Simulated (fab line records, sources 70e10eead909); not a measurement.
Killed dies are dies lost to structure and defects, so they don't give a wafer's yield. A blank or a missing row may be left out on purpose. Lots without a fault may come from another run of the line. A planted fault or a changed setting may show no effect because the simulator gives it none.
fab line records | flow nand_harc | part 2 of 2: steps 27 to 36 of 36
record lots=5 wafers=15 last_day=30
route steps=1302 shown HYBRID_BOND@1240 THIN_TSV@1244
lots that met no fault: from a run of the same line without faults
start_h: hours from the record's first day to the start of the lot's first wafer shown | wait_h: hours since the lot's step before | " the same as in the row above | L1.1+2: a row that stands for several wafers | - no value, or no start given | * or withheld: withheld | < > ~ a bound
route shown NAME@n: a module of which the file shows steps, and the number in the route of the first | usual: mean/standard deviation of fault-free wafers | same: alike in all rows | chamber/n: place in a boat | sites: the reading at each site | _std_site: their standard deviation | _edge_site: outer sites' mean less inner sites' | radius_mm: how far each site lies from the wafer's centre | mask NAME#n: copy n | behind: the tool/chamber that last shaped the wafer | hold: why the lot was held/for how many hours/how that ended | device: the transistor (n, p or np) that didn't switch | end of line: the same wafers' tests at the end of the route | a step without rows: its recipe alone | killed: dies lost to structure and defects at the first sort, not the wafer's yield | map: a wafer's dies, x killed, . not, _ none there
set.NAME: the setting as run; set.NAME@STEP: as run at that earlier step | model.NAME: the simulator's own value behind a step, which no gauge read
lots at some steps of the route; a table a step, a row a wafer
services: from which hour (start_h, from the record's first day; less than 0 if before it) a tool's chamber was out of use, for how many hours, and why
## steps
# step NHARC_THIN_TSV_STRIP_46
# recipe time_s=1200 temp_c=72.5 chemistry=post_etch_residue_remover
# columns lot.wafer tool chamber start_h wait_h
L076.1+6+3 wet_bench-10 4,5,6 570.36 0.3
L082.4+5+3 wet_bench-10 5,7,0 641.71 0.2
L085.1+4+2 wet_bench-10 1,2,4 647.07 0.3
L086.1+6+4 wet_bench-08 0,1,4 661.74 0.3
L089.4+2+3 wet_bench-08 4,5,1 699.26 0.2
# step NHARC_THIN_TSV_DEP_47
# recipe target_thk_a=2000 temp_c=withheld pressure_torr=6.5 rf_w=900 teos_flow_sccm=161.4 flow_sccm=2650 target_thk_nm=200 gas=O2 material=SiO2
# usual chamber_pressure_Torr=6.501/0.014 throttle_valve_pct=15.8/0.55
# columns lot.wafer tool chamber start_h wait_h chamber_pressure_Torr throttle_valve_pct
L076.3 pecvd-02 2 570.83 - 6.487 16.6
L076.1 " 1 " " 6.511 15.8
L076.6 " 1 " " 6.503 15.9
L082.3 pecvd-01 0 642.15 - 6.465 15.8
L082.4 " 1 " " 6.488 16.1
L082.5 " 2 " " 6.484 16.6
L085.1 pecvd-02 1 647.52 - 6.490 15.6
L085.2 " 2 " " 6.524 16.1
L085.4 " 0 " " 6.515 14.8
L086.1 pecvd-01 2 662.28 - 6.489 16.5
L086.6 " 1 " " 6.464 16.0
L086.4 " 2 " " 6.473 16.6
L089.3 pecvd-04 1 699.75 - 6.482 15.1
L089.2 " 2 " " 6.507 15.5
L089.4 " 2 " " 6.513 15.7
# step NHARC_THIN_TSV_ETCHBACK_48
# recipe target_depth_a=10285 over_etch_frac=0.3 time_s=405.17 ion_energy_ev=250 c4f8_flow_sccm=withheld ar_flow_sccm=withheld rf_w=600 bias_w=300 chemistry=C4F8/Ar
# usual bias_w=300.0/0.83 oes_product_au=0.931/0.02 rf_vpp_V=547/4.1
# columns lot.wafer tool chamber start_h wait_h bias_w oes_product_au rf_hours_counter_h rf_vpp_V
L076.3 rie_diel-13 2 571.31 - 301.8 0.930 3.6 542
L076.1 " 3 " " 299.9 0.933 3.8 541
L076.6 " 0 " " 301.2 0.934 - 544
L082.3 rie_diel-02 3 642.55 - 299.7 0.911 3.8 551
L082.5 " 3 " " 299.8 0.913 - 552
L082.4 " 0 " " 301.1 0.903 - 551
L085.1 rie_diel-02 1 647.92 - 299.8 0.921 4.4 550
L085.2 " 3 " " 298.8 0.926 4.9 552
L085.4 " 1 " " 300.0 0.919 - 551
L086.1 rie_diel-02 0 662.62 - 299.9 0.961 5.7 550
L086.4 " 1 " " 299.2 0.958 5.5 550
L086.6 " 3 " " 299.0 0.974 - 553
L089.2 rie_diel-02 3 700.11 - 300.5 0.923 7.5 552
L089.3 " 0 " " 299.1 0.901 7.7 550
L089.4 " 1 " " 299.8 0.917 7.4 551
# step NHARC_THIN_TSV_STRIP_62
# recipe power_w=1500 temp_c=250 time_s=20 chemistry=N2/H2
# usual drypump_motor_current_A=5.5/0.53 heater_power_w=341/14
# columns lot.wafer tool chamber start_h wait_h drypump_motor_current_A heater_power_w rf_hours_counter_h
L076.1 plasma_asher-01 1 571.62 - 6.1 361 8
L076.3 " 1 " " 6.1 356 -
L076.6 " 1 " " 6.1 364 -
L082.3 plasma_asher-02 1 643.02 - 5.2 331 -
L082.4 " 0 " " 4.8 349 -
L082.5 " 0 " " 4.8 351 -
L085.1 plasma_asher-02 1 648.35 - 5.2 328 8
L085.2 " 0 " " 4.8 330 8
L085.4 " 0 " " 4.8 333 -
L086.1 plasma_asher-01 1 662.95 - 6.2 365 27
L086.4 " 1 " " 6.2 354 -
L086.6 " 1 " " 6.2 348 -
L089.2 plasma_asher-02 0 700.76 - 4.8 341 18
L089.4 " 1 " " 5.2 343 -
L089.3 " 0 " " 4.8 345 -
# step NHARC_THIN_TSV_DEGAS_49
# recipe temp_c=300 time_s=120
# usual heater_power_w=469/51
# columns lot.wafer tool chamber start_h wait_h heater_power_w
L076.3 pvd_sputter-03 - 571.76 0.1 499
L076.1 " - " " 423
L076.6 " - " " 490
L082.3 pvd_sputter-03 - 643.16 0.1 425
L082.4 " - " " 446
L082.5 " - " " 417
L085.4 pvd_sputter-02 - 648.53 0.1 546
L085.1 " - " " 504
L085.2 " - " " 492
L086.4 pvd_sputter-01 - 663.11 0.1 410
L086.1 " - " " 391
L086.6 " - " " 530
L089.2 pvd_sputter-01 - 700.90 0.1 527
L089.3 " - " " 458
L089.4 " - " " 420
# step NHARC_THIN_TSV_PRE_CLEAN_50
# recipe time_s=30 temp_c=280 gas=H2/He
# usual heater_power_w=409/44
# columns lot.wafer tool chamber start_h wait_h heater_power_w
L076.1 pvd_sputter-03 - - - 388
L076.3 " - " " 440
L076.6 " - " " 386
L082.3 pvd_sputter-03 - - - 448
L082.4 " - " " 440
L082.5 " - " " 392
L085.2 pvd_sputter-02 - - - 361
L085.4 " - " " 434
L085.1 " - " " 426
L086.1 pvd_sputter-01 - - - 454
L086.4 " - " " 411
L086.6 " - " " 458
L089.2 pvd_sputter-01 - - - 338
L089.3 " - " " 410
L089.4 " - " " 449
# step NHARC_THIN_TSV_PVD_19
# recipe target_thk_a=200 chamber_pressure_pa=5 material=TaN
# usual throttle_valve_pct=30.1/1.2
# columns lot.wafer tool chamber start_h wait_h throttle_valve_pct
L076.3 pvd_sputter-03 - - - 31.3
L076.1 " - " " 30.6
L076.6 " - " " 31.3
L082.3 pvd_sputter-03 - - - 31.3
L082.4 " - " " 31.7
L082.5 " - " " 29.7
L085.2 pvd_sputter-02 - - - 28.1
L085.1 " - " " 30.7
L085.4 " - " " 28.2
L086.1 pvd_sputter-01 - - - 29.9
L086.4 " - " " 31.0
L086.6 " - " " 29.9
L089.2 pvd_sputter-01 - - - 29.6
L089.3 " - " " 30.8
L089.4 " - " " 29.1
# step NHARC_THIN_TSV_PVD_51
# recipe target_thk_a=1000 chamber_pressure_pa=5 material=Cu
# usual throttle_valve_pct=30.1/1.3
# columns lot.wafer tool chamber start_h wait_h throttle_valve_pct
L076.3 pvd_sputter-03 - - - 30.5
L076.1 " - " " 31.3
L076.6 " - " " 30.5
L082.4 pvd_sputter-03 - - - 29.9
L082.3 " - " " 30.5
L082.5 " - " " 29.6
L085.4 pvd_sputter-02 - - - 28.1
L085.2 " - " " 30.8
L085.1 " - " " 28.1
L086.4 pvd_sputter-01 - - - 31.1
L086.1 " - " " 28.7
L086.6 " - " " 28.9
L089.4 pvd_sputter-01 - - - 29.6
L089.3 " - " " 30.2
L089.2 " - " " 30.9
# step NHARC_THIN_TSV_ECD_20
# recipe target_thk_a=20000 material=Cu
# columns lot.wafer tool chamber start_h wait_h
L076.1+3+6 ecd_cu-01 0 572.32 -
L082.3+4+5 ecd_cu-02 1,0,0 643.80 -
L085.2+1+4 ecd_cu-01 0,1,0 648.98 -
L086.1+4+6 ecd_cu-01 0,0,1 663.57 -
L089.2+3+4 ecd_cu-01 1,1,0 701.38 -
# step NHARC_THIN_TSV_ANNEAL_52
# recipe temp_c=225 time_s=90
# usual wafer_temp_C_max=226.4/0.31
# columns lot.wafer tool chamber start_h wait_h wafer_temp_C_max
L076.1 rtp_anneal-02 0 572.95 0.5 226.4
L076.3 " 0 " " 226.9
L076.6 " 0 " " 226.3
L082.3 rtp_anneal-01 0 644.43 0.5 226.0
L082.4 " 0 " " 226.1
L082.5 " 0 " " 226.6
L085.1 rtp_anneal-02 0 649.72 0.5 226.5
L085.2 " 0 " " 226.5
L085.4 " 0 " " 226.5
L086.1 rtp_anneal-02 0 664.29 0.6 227.5
L086.4 " 0 " " 226.5
L086.6 " 0 " " 226.5
L089.2 rtp_anneal-01 0 702.17 0.7 226.2
L089.3 " 0 " " 226.5
L089.4 " 0 " " 226.4
## services
# columns tool chamber start_h hours kind
rie_diel-02 1 541.87 8.5 repair
grinder-01 - 542.47 3.8 repair
ecd_cu-01 - 545.07 0.2 repair
rie_diel-02 3 548.17 3.1 repair
rie_diel-02 - 548.86 0.5 repair
rie_diel-02 - 570.76 9.0 pm
litho_track-02 - 577.00 7.0 pm
pvd_sputter-01 - 582.06 10.0 pm
pecvd-02 - 589.35 13.0 pm
plasma_asher-02 - 603.08 9.0 pm
ecd_cu-01 - 605.79 2.2 repair
plasma_asher-01 - 605.83 0.4 repair
rie_diel-02 1 623.55 5.7 repair
litho_track-03 - 625.00 7.0 pm
pvd_sputter-02 - 638.05 10.0 pm
rie_diel-02 2 642.31 16.2 repair
rie_si-05 0 642.40 6.6 repair
wet_bench-08 - 646.40 8.0 pm
litho_track-05 - 649.01 7.0 pm
wet_bench-10 - 663.20 8.0 pm
pvd_sputter-03 - 664.59 1.8 repair
wet_bench-08 - 675.47 1.2 repair
plasma_asher-02 - 691.04 3.2 repair
plasma_asher-01 - 696.79 9.0 pm
